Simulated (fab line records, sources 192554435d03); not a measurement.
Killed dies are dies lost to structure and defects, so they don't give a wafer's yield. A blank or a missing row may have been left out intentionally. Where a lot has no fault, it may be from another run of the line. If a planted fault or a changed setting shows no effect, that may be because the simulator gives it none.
fab line records ; flow n5_finfet
record: lots: 4; wafers: 12; last_day: 22
route steps=1938 shown BEOL_M12@1627 BEOL_M13@1659 BEOL_M15@1830
lots that met no fault: taken from a fault-free run of the same line
start_h: the number of hours between the record's first day and the start of the first shown wafer of the lot ; wait_h: hours since the lot's step before ; " same as the row above ; L1.1+2: several wafers, shown together as one row ; - value missing, or start not given ; * or withheld: withheld ; < > ~ a bound
route shown NAME@n: names a module that has steps shown in the file, with the first one's number in the route ; usual: the fault-free wafers' mean and standard deviation ; same: alike in all rows ; chamber/n: place in a boat ; sites: the reading at each site ; _std_site: standard deviation across them ; _edge_site: mean of outer sites minus mean of inner sites ; radius_mm: how far each site lies from the wafer's centre ; mask NAME#n: copy n ; behind: the last tool/chamber to shape the wafer ; hold: what put the lot on hold/how long, in hours/how the hold closed ; device: whichever transistor did not switch (one of n, p or np) ; end of line: the same wafers' tests at the end of the route ; a step given without rows: its recipe and nothing more ; killed: count of dies lost to structure and defects at first sort (not the wafer's yield) ; map: shows each die of a wafer: x if killed, . if not, _ if none is there
set.NAME: the setting the step ran with; set.NAME@STEP: the setting that earlier step ran with ; model.NAME: the simulator's own value behind a step, which no gauge read
certain route steps with their lots: each step a table, each wafer a row
services: from which hour (start_h, from the record's first day; less than 0 if before it) a tool's chamber was out of use, for how many hours, and why
== steps ==
step: N5_BEOL_M12_SOFTBAKE_23
recipe: temp_c: 130; time_s: 60
step: N5_BEOL_M12_EXPOSE_25
recipe: mask_id: M12; na: 0.93; source_shape: conventional; sigma_outer: 0.4; polarization: unpolarized; dose_mj: 21.8
step: N5_BEOL_M12_PEB_26
recipe: peb_temp_c: 130; peb_time_s: 90
step: N5_BEOL_M12_DEVELOP_27
recipe: develop_time_s: 45; rinse_liquid: diw; dry: air_spin; dev_temp_c: 21
step: N5_BEOL_M12_HARDBAKE_32
recipe: temp_c: 130; time_s: 120
step: N5_BEOL_M12_DESCUM_33
recipe: chemistry: O2; time_s: 7.9; source_power_w: 50; bias_power_w: 20; pressure_mtorr: 20; rf_frequency_hz: 2.712e+07; temp_c: 40; o2_flow_sccm: 225
step: N5_BEOL_M12_ETCH_67
recipe: chemistry: CF4; target: SiARC; target_depth_a: 1430; time_s: 238.3; ion_energy_ev: 80; pressure_mtorr: 40; source_w: 545; bias_w: 36; Ar_flow_sccm: 100; cf4_flow_sccm: 100; ends: cleared
step: N5_BEOL_M12_ETCH_68
recipe: chemistry: N2/H2; target: SOC; mask_material: SiARC; source_w: 3000; bias_w: 350; temp_c: 40; time_s: 285; ion_energy_ev: 200; pressure_mtorr: 30; n2_flow_sccm: 200; h2_flow_sccm: 200
step: N5_BEOL_M12_STRIP_69
recipe: chemistry: N2/H2; temp_c: 40; n2_flow_sccm: 200; h2_flow_sccm: 200; rf_frequency_hz: 6e+07
step: N5_BEOL_M12_TRENCH_ETCH_34
recipe: chemistry: C4F8/O2/Ar; target: SiOC; target_depth_a: 3189.5; mask_material: SOC; pressure_mtorr: 30; source_w: 3000; bias_w: 700; Ar_flow_sccm: 400; C4F8_flow_sccm: 15; O2_flow_sccm: 8; he_inner_torr: 15; he_outer_torr: 30; time_s: 125.5; ion_energy_ev: 250
usual: drypump_motor_current_A: 5.7/0.4; oes_product_au: 0.81/0.085; rf_vpp_V: 667/3.3; showerhead_plenum_p_Torr: 3.46/0.12; throttle_valve_pct: 24.22/0.17
lot.wafer;tool;chamber;start_h;wait_h;drypump_motor_current_A;oes_product_au;rf_hours_counter_h;rf_vpp_V;showerhead_plenum_p_Torr;throttle_valve_pct;model.etch.depth_nm
L493.1;rie_diel-05;3;385.49;0.0;6.6;0.67;249;666;3.50;24.36;313.2
L493.2;rie_diel-05;1;385.49;0.0;5.4;0.86;57;671;3.61;24.07;322.4
L493.3;rie_diel-05;2;385.49;0.0;5.8;0.89;24;667;3.49;24.28;320.6
L496.1;rie_diel-05;2;414.45;0.0;5.8;0.87;35;667;3.48;24.28;274
L496.3;rie_diel-05;0;414.45;0.0;6.3;0.82;77;666;3.44;24.18;314.2
L496.5;rie_diel-05;2;414.45;0.0;5.8;0.88;-;669;3.48;24.29;318.3
L504.1;rie_diel-05;0;440.95;0.0;6.3;0.80;86;667;3.44;24.21;270.5
L504.2;rie_diel-05;3;440.95;0.0;6.6;0.96;5;669;3.49;24.08;323.1
L504.3;rie_diel-05;2;440.95;0.0;5.8;0.86;45;668;3.47;24.31;320.4
L491.2;rie_diel-02;3;475.00;0.0;5.6;0.70;248;660;3.24;24.50;313.4
L491.4;rie_diel-02;3;475.00;0.0;5.6;0.69;-;661;3.24;24.50;313.5
L491.5;rie_diel-02;2;475.00;0.0;5.7;0.70;-;668;3.51;24.37;313.1
step: N5_BEOL_M12_STRIP_70
recipe: chemistry: C4F8/O2/Ar; resist: SiARC; rf_frequency_hz: 6e+07
step: N5_BEOL_M12_OCD_MEAS_35
usual: trench_depth_nm: 318/4.6
lot.wafer;tool;chamber;start_h;wait_h;trench_depth_nm
L493.1;ocd-02;-;385.65;0.0;313
L493.2;ocd-02;-;385.65;0.0;323
L493.3;ocd-02;-;385.65;0.0;321
L496.1;ocd-01;-;414.60;0.0;274
L496.3;ocd-01;-;414.60;0.0;314
L496.5;ocd-01;-;414.60;0.0;318
L504.1;ocd-02;-;441.10;0.0;271
L504.2;ocd-02;-;441.10;0.0;323
L504.3;ocd-02;-;441.10;0.0;320
L491.2;ocd-01;-;475.15;0.0;313
L491.4;ocd-01;-;475.15;0.0;313
L491.5;ocd-01;-;475.15;0.0;314
step: N5_BEOL_M12_STRIP_37
recipe: chemistry: N2/H2; power_w: 1000; temp_c: 250; h2_frac: 0.65; overash_fraction: 0.3; pressure_mtorr: withheld; n2_flow_sccm: 1750; h2_flow_sccm: 3250
step: N5_BEOL_M12_ETCH_38
recipe: chemistry: CF4/N2; target: SiCN; target_depth_a: 687; taper_deg: 2; time_s: 73.4; ion_energy_ev: 150; mask_material: SiO2; pressure_mtorr: 40; source_w: 430; bias_w: 70; Ar_flow_sccm: 100; cf4_flow_sccm: 60; n2_flow_sccm: 60
step: N5_BEOL_M12_PRECLEAN_39
recipe: chemistry: residue_remover; time_s: 60; temp_c: 40
step: N5_BEOL_M12_SRD_40
recipe: time_s: 30; temp_c: 23; rinse_liquid: diw; dry: n2_spin; spin_rpm: 1500; dry_time_s: 30
step: N5_BEOL_M12_DEGAS_41
recipe: ambient: vacuum; temp_c: 250; time_s: 60
step: N5_BEOL_M12_PRE_CLEAN_42
recipe: gas: H2/He; time_s: 30; temp_c: 250
step: N5_BEOL_M12_SPUTTER_43
recipe: material: TaN; target_thk_a: 150; temp_c: 50; bias_v: 168.6; power_w: 15000; chamber_pressure_pa: 0.12; time_s: 24.19
step: N5_BEOL_M12_SPUTTER_44
recipe: material: Ta; target_thk_a: 100; temp_c: 50; bias_v: 80; power_w: 15000; chamber_pressure_pa: 0.07; time_s: 16.13
step: N5_BEOL_M12_SPUTTER_45
recipe: material: Cu; target_thk_a: 800; temp_c: -20; bias_v: 60; power_w: 26000; chamber_pressure_pa: 0.13; time_s: 13.33
step: N5_BEOL_M12_ECD_47
recipe: material: Cu; target_thk_a: 7200
step: N5_BEOL_M12_ANNEAL_48
recipe: temp_c: 225; time_s: 90; ambient: N2
step: N5_BEOL_M12_CMP_49
recipe: stop_on: SiOC; t_overpolish_s: 20.6; down_force_psi: 1; platen_rpm: 50; clearing_platen_down_force_psi: 1.5; clearing_platen_rpm: 50; post_cmp_clean: cu_alkaline; target_thk_nm: 320; clearing_platen_pad_velocity_m_s: 0.99484; pad_velocity_m_s: 0.99484
usual: barrier_field_endpoint_s: 30.6/0.7; clearing_platen_rpm: 50.002/0.024; motor_current_A: 6.2/0.56; overpolish_run_s: 20.599/0.0097; slurry_flow_ml_min: 150.0/0.52
lot.wafer;tool;chamber;start_h;wait_h;barrier_field_endpoint_s;clearing_platen_rpm;motor_current_A;overpolish_run_s;slurry_flow_ml_min;model.Cu_of_BEOL_M12_ECD_47.thk_nm
L493.1;cmp-03;0;388.68;0.3;31.0;50.031;5.9;20.605;149.9;314.2
L493.2;cmp-03;1;388.68;0.3;30.8;50.022;6.5;20.605;150.7;323.2
L493.3;cmp-03;3;388.68;0.3;31.4;49.980;6.4;20.602;150.4;321
L496.3;cmp-02;3;418.06;0.2;29.9;50.027;5.0;20.606;150.1;313
L496.1;cmp-02;1;418.06;0.2;30.1;50.009;6.4;20.588;150.6;274.2
L496.5;cmp-02;3;418.06;0.2;30.1;49.998;4.7;20.611;150.1;318.2
L504.2;cmp-04;3;443.27;0.2;30.9;49.996;6.7;20.596;150.1;324.6
L504.1;cmp-04;0;443.27;0.2;30.5;49.988;5.8;20.593;150.5;272.6
L504.3;cmp-04;1;443.27;0.2;31.1;49.988;7.1;20.601;149.6;322
L491.2;cmp-04;0;481.73;0.2;31.2;49.982;5.9;20.588;150.2;313.6
L491.4;cmp-04;1;481.73;0.2;30.7;50.002;6.8;20.599;149.8;314.2
L491.5;cmp-04;3;481.73;0.2;30.7;50.023;6.5;20.589;149.8;314.4
step: N5_BEOL_M12_THK_MEAS_50
recipe: thk_meas_gauge: xrf; reads: Cu_of_BEOL_M12_ECD_47
usual: M12_THK: 314/4.6
lot.wafer;tool;chamber;start_h;wait_h;M12_THK[nm]
L493.1;film_metro-02;-;388.98;-;308
L493.2;film_metro-02;-;388.98;-;316
L493.3;film_metro-02;-;388.98;-;316
L496.1;film_metro-01;-;418.31;-;269
L496.3;film_metro-01;-;418.31;-;305
L496.5;film_metro-01;-;418.31;-;311
L504.1;film_metro-01;-;443.57;-;267
L504.2;film_metro-01;-;443.57;-;318
L504.3;film_metro-01;-;443.57;-;315
L491.2;film_metro-02;-;481.98;-;308
L491.4;film_metro-02;-;481.98;-;309
L491.5;film_metro-02;-;481.98;-;309
step: N5_BEOL_M12_PRE_CLEAN_52
recipe: gas: NH3; time_s: 15; temp_c: withheld; rf_power_w: 300
step: N5_BEOL_M12_DEP_53
recipe: material: SiCN; target_thk_a: 300; temp_c: withheld; precursor: 3MS/NH3; pressure_torr: 3; rf_w: 675; time_s: 10.5
step: N5_BEOL_M12_RS_MEAS_54
recipe: thk_meas_gauge: four-point-probe; reads: Cu_of_BEOL_M12_ECD_47+Ta_of_BEOL_M12_SPUTTER_44+TaN_of_BEOL_M12_SPUTTER_43
usual: M12_RS: 0.0602/0.00091
lot.wafer;tool;chamber;start_h;wait_h;M12_RS[ohm/sq]
L493.1;film_metro-01;-;389.10;0.0;0.0614
L493.2;film_metro-01;-;389.10;0.0;0.0594
L493.3;film_metro-01;-;389.10;0.0;0.0598
L496.1;film_metro-01;-;418.45;0.1;0.0706
L496.3;film_metro-01;-;418.45;0.1;0.0615
L496.5;film_metro-01;-;418.45;0.1;0.0605
L504.1;film_metro-01;-;443.69;0.0;0.0710
L504.2;film_metro-01;-;443.69;0.0;0.0592
L504.3;film_metro-01;-;443.69;0.0;0.0597
L491.2;film_metro-01;-;482.11;0.0;0.0614
L491.4;film_metro-01;-;482.11;0.0;0.0611
L491.5;film_metro-01;-;482.11;0.0;0.0612
step: N5_BEOL_M13_ILD_DEP_00
recipe: material: SiOC; target_thk_a: 8379.2; temp_c: 350; precursor: DEMS/O2; pressure_torr: 5; rf_w: 500; time_s: 166.4
step: N5_BEOL_M13_COAT_58
recipe: resist: BARC; temp_c: 205; time_s: 60; spin_rpm: 1500; resist_thk_nm: 89
step: N5_BEOL_M13_COAT_04
recipe: spin_rpm: 1625; resist_thk_nm: 400
step: N5_BEOL_M13_EBR_06
recipe: solvent: PGMEA; ebr_width_mm: 1.5
step: N5_BEOL_M13_SOFTBAKE_05
recipe: temp_c: 130; time_s: 60
step: N5_BEOL_M13_EXPOSE_07
recipe: mask_id: V12; na: 0.93; source_shape: conventional; sigma_outer: 0.6; polarization: unpolarized; attpsm_phase_deg: 180; dose_mj: 24.8
step: N5_BEOL_M13_PEB_08
recipe: peb_temp_c: 130; peb_time_s: 90
step: N5_BEOL_M13_DEVELOP_09
recipe: develop_time_s: 45; rinse_liquid: diw; dry: air_spin; dev_temp_c: 21
step: N5_BEOL_M13_HARDBAKE_14
recipe: temp_c: 130; time_s: 120
step: N5_BEOL_M15_RC_MEAS_101
usual: etest_temp_c: 25.01/0.1; COMB_M10: 1.6e-11/3.1e-12; COMB_M10_max_site: 2.2e-11/4.7e-12; COMB_M11: 1.51e-11/2.9e-12; COMB_M13: 5.6e-12/1e-12; COMB_M14: 4.4e-12/7.7e-13; COMB_M15: 3.2e-12/5.3e-13; COMB_M5: 3.8e-11/7e-12; COMB_M6: 2.7e-11/4.8e-12; COMB_M6_max_site: 3.9e-11/8.4e-12; COMB_M7: 2.6e-11/5.5e-12; COMB_M8: 2.6e-11/4.4e-12; COMB_M9: 1.55e-11/2.9e-12; SERP_M10: 3.08/0.069; SERP_M11: 3.08/0.068; SERP_M12: 0.636/0.014; SERP_M12_max_site: 0.649/0.014; SERP_M13: 0.306/0.0057; SERP_M14: 0.161/0.0031; SERP_M5: 38.3/1; SERP_M6: 13.7/0.48; SERP_M6_max_site: 14.2/0.49; SERP_M7: 13.8/0.42; SERP_M8: 13.9/0.57; SERP_M9: 3.06/0.076
lot.wafer;tool;chamber;start_h;wait_h;etest_temp_c;COMB_M10[S/m];COMB_M10_max_site[S/m];COMB_M11[S/m];COMB_M13[S/m];COMB_M14[S/m];COMB_M15[S/m];COMB_M5[S/m];COMB_M6[S/m];COMB_M6_max_site[S/m];COMB_M7[S/m];COMB_M8[S/m];COMB_M9[S/m];SERP_M10[ohm/um];SERP_M11[ohm/um];SERP_M12[ohm/um];SERP_M12_max_site[ohm/um];SERP_M13[ohm/um];SERP_M14[ohm/um];SERP_M5[ohm/um];SERP_M6[ohm/um];SERP_M6_max_site[ohm/um];SERP_M7[ohm/um];SERP_M8[ohm/um];SERP_M9[ohm/um]
L493.1;prober-01;0;407.24;0.0;24.74;1.3e-11;1.8e-11;1.27e-11;5e-12;4.4e-12;2.6e-12;3.5e-11;2.4e-11;3.3e-11;3.6e-11;2.5e-11;1.17e-11;3.00;3.12;0.654;0.667;0.310;0.165;39.3;13.3;13.7;13.9;14.5;3.09
L493.2;prober-01;0;407.24;0.0;24.99;1.3e-11;2.5e-11;9.6e-12;4.8e-12;2.9e-12;2.4e-12;4.2e-11;2.6e-11;3.8e-11;3.7e-11;2.6e-11;1.53e-11;2.95;3.14;0.633;0.640;0.305;0.160;39.3;13.4;13.9;14.4;14.6;3.03
L493.3;prober-01;0;407.24;0.0;24.96;1.3e-11;1.7e-11;1.29e-11;4.9e-12;3.1e-12;3.2e-12;4.2e-11;2.4e-11;3.1e-11;2.6e-11;2.3e-11;1.73e-11;2.98;3.16;0.622;0.650;0.307;0.162;37.9;13.6;13.9;13.8;14.1;3.08
L496.1;prober-01;0;442.35;0.0;24.96;1.7e-11;2.4e-11;1.99e-11;5.5e-12;4.3e-12;2.8e-12;4.6e-11;2.7e-11;5.1e-11;2.3e-11;2.6e-11;1.3e-11;3.10;3.05;0.741;0.746;0.302;0.157;35.2;13.4;13.7;13.4;14.3;3.11
L496.3;prober-01;0;442.35;0.0;25.01;1.6e-11;2.4e-11;1.36e-11;3.7e-12;5.1e-12;2.7e-12;4e-11;2.3e-11;3.1e-11;2.4e-11;2.5e-11;1.35e-11;3.13;2.98;0.637;0.643;0.308;0.161;37.6;12.8;13.1;13.9;13.7;3.20
L496.5;prober-01;0;442.35;0.0;25.10;1.6e-11;2.5e-11;1.76e-11;5.6e-12;4.4e-12;2.8e-12;2.7e-11;2.9e-11;3.6e-11;2.6e-11;3.2e-11;1.49e-11;3.14;2.99;0.626;0.640;0.307;0.156;38.1;13.4;13.8;13.8;13.7;3.16
L504.1;prober-01;0;462.81;0.0;24.97;2.9e-11;3.3e-11;1.44e-11;6.4e-12;6.4e-12;3.6e-12;5.3e-11;2.8e-11;3.8e-11;2.3e-11;3.3e-11;2.11e-11;3.07;3.06;0.772;0.785;0.292;0.163;38.3;14.0;14.5;13.5;13.4;3.04
L504.2;prober-01;0;462.81;0.0;24.97;1.8e-11;2.4e-11;1.24e-11;5.8e-12;5.4e-12;4.4e-12;4.9e-11;2.7e-11;4.7e-11;2.3e-11;2.8e-11;1.74e-11;3.12;3.08;0.640;0.654;0.303;0.162;37.7;13.7;14.0;13.9;13.1;3.19
L504.3;prober-01;0;462.81;0.0;24.94;1.5e-11;2e-11;1.08e-11;4.5e-12;5.1e-12;3.4e-12;4.1e-11;3.8e-11;4.9e-11;2.4e-11;2.4e-11;1.72e-11;3.13;3.19;0.642;0.657;0.296;0.157;37.9;13.7;14.4;14.0;13.3;3.07
L491.2;prober-01;0;500.28;0.2;24.92;1.7e-11;2.1e-11;1.44e-11;5.9e-12;3.9e-12;3.2e-12;4.7e-11;3.2e-11;4.5e-11;2e-11;2.5e-11;1.94e-11;2.95;3.09;0.639;0.653;0.308;0.163;36.5;14.0;14.3;14.4;13.6;3.27
L491.4;prober-01;0;500.28;0.2;25.02;1.7e-11;2.8e-11;1.42e-11;5.6e-12;2.9e-12;2.6e-12;3.7e-11;2.7e-11;4.1e-11;2.6e-11;2.8e-11;1.27e-11;3.03;3.08;0.646;0.651;0.308;0.158;38.7;14.2;14.7;13.8;13.2;3.26
L491.5;prober-01;0;500.28;0.2;24.93;1.8e-11;2.1e-11;1.28e-11;4.9e-12;4.1e-12;2.9e-12;4.4e-11;2.5e-11;4e-11;2.7e-11;1.6e-11;1.97e-11;3.08;3.03;0.636;0.643;0.309;0.158;39.3;14.0;14.7;13.5;13.3;3.16
sites SERP_M12 radius_mm=0,75,75,75,75,140,140,140,140
L493.1 0.664 0.653 0.647 0.663 0.651 0.660 0.654 0.654 0.667
L496.1 0.707 0.722 0.723 0.741 0.721 0.745 0.746 0.744 0.746
L504.1 0.777 0.772 0.785 0.770 0.784 0.761 0.780 0.769 0.769
L491.2 0.637 0.637 0.643 0.630 0.633 0.639 0.644 0.653 0.646
== services ==
tool;chamber;start_h;hours;kind
rie_diel-02;0;365.28;-;clean
rie_diel-02;0;365.28;-;consumable_replace:focus_ring
rie_diel-02;0;365.28;-;consumable_replace:showerhead
rie_diel-02;0;365.28;24.1;scheduled_down
rie_diel-02;0;365.28;24.1;vent_cycle
cmp-02;-;393.48;1.2;repair
rie_diel-05;3;401.01;-;clean
rie_diel-05;3;401.01;-;consumable_replace:focus_ring
rie_diel-05;3;401.01;23.6;scheduled_down
rie_diel-05;3;401.01;23.6;vent_cycle
cmp-04;-;410.30;0.6;repair
cmp-03;-;416.98;0.5;repair
rie_diel-02;0;421.32;2.2;repair
cmp-02;-;434.92;0.9;repair
cmp-04;-;435.98;3.0;pm
rie_diel-02;1;438.42;-;clean
rie_diel-02;1;438.42;-;consumable_replace:focus_ring
rie_diel-02;1;438.42;17.3;scheduled_down
rie_diel-02;1;438.42;17.3;vent_cycle
cmp-04;-;453.98;4.5;repair
rie_diel-02;0;466.35;8.4;repair
rie_diel-05;3;471.18;44.2;repair
cmp-03;-;474.41;3.2;repair
== key ==
first_sign: step: N5_BEOL_M12_OCD_MEAS_35; reading: trench_depth_nm; direction: down; sigmas: 10; usual: 318; struck: 273
effect: step: N5_BEOL_M12_THK_MEAS_50; reading: M12_THK; direction: down; sigmas: 10; usual: 314; struck: 268
effect: step: N5_BEOL_M12_RS_MEAS_54; reading: M12_RS; direction: up; sigmas: 12; usual: 0.0602; struck: 0.0708
effect: step: N5_BEOL_M15_RC_MEAS_101; reading: SERP_M12; direction: up; sigmas: 8.6; usual: 0.636; struck: 0.756
model_effect: step: N5_BEOL_M12_TRENCH_ETCH_34; value: etch.depth_nm; without: 315.3; struck: 272.3
model_effect: step: N5_BEOL_M12_CMP_49; value: Cu_of_BEOL_M12_ECD_47.thk_nm; without: 316.5; struck: 273.4
met_at N5_BEOL_M12_TRENCH_ETCH_34
struck_wafers L496.1,L504.1
onset_between 385.49 414.45
fault: kind: process_parameter_drift; tool: rie_diel-05; chamber: -; onset_h: 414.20; steps: N5_BEOL_M12_TRENCH_ETCH_34; channel: time_s; offset: *; shape: step; end_h: 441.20; scope: struck_wafers_only; acts_in: *; stated: *
